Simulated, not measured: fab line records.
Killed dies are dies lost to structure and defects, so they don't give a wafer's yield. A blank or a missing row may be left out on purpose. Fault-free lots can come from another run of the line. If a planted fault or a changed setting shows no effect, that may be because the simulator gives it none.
Matching of chambers    flow nand-harc    cmp-01 running NHARC_A_CONTACT_CMP_20: 4 sister chambers
The step polishes, t overpolish 30 s, target thk 300 nm. 8 wafers are shown with their chamber, then 10 later ones without.

## WAFERS PAIRED WITH THEIR CHAMBERS
wafer   chamber  motor-current-A (A)  time-to-endpoint-s (s)
L077.1  3        11.2                 60.8
L077.2  0        11.1                 60.4
L081.6  0        11.3                 61.9
L082.3  1        12.4                 58.5
L082.4  2        11.1                 59.0
L082.6  1        11.6                 59.4
L094.1  3        11.1                 60.3
L094.5  2        12.0                 61.5

## WAFERS WITH NO CHAMBER GIVEN
wafer   motor-current-A (A)  time-to-endpoint-s (s)
L094.6  11.5                 61.7
L093.1  11.8                 62.9
L093.2  11.0                 63.3
L093.6  11.6                 59.4
L096.2  10.4                 60.2
L096.4  11.7                 61.4
L096.6  11.9                 57.9
L097.1  11.5                 61.6
L097.2  11.6                 59.5
L097.4  12.6                 57.8

## THE CHAMBER EACH PASSED THROUGH
wafer   from the rows above                in truth
L094.6  can't be placed: 0 or 3 or 2 or 1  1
L093.1  can't be placed: 0 or 2 or 3 or 1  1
L093.2  can't be placed: 0 or 3 or 2       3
L093.6  can't be placed: 2 or 1 or 3 or 0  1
L096.2  can't be placed: 3 or 0 or 2       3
L096.4  can't be placed: 2 or 0 or 3 or 1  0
L096.6  can't be placed: 1 or 2 or 3       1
L097.1  can't be placed: 0 or 2 or 3 or 1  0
L097.2  can't be placed: 2 or 1 or 3 or 0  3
L097.4  can't be placed: 1 or 2            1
Correct placement for 0 of the 10. From these rows, 10 cannot be placed; in 10 the true chamber is one of the candidates. Wrongly placed: 0.
How it was worked out, from the rows above alone: a wafer's distance from a chamber is the root of the sum, over the readings, of the square of ((its reading less the chamber's mean) divided by the reading's scatter). The wafer belongs to the nearest chamber; if the next one is less than 2 further off, it can't be placed. Each chamber's mean is taken over the wafers shown for it. The scatter is the square root of a quotient: the sum, over the shown wafers, of each reading's squared deviation from its chamber's mean, divided by wafers minus chambers.
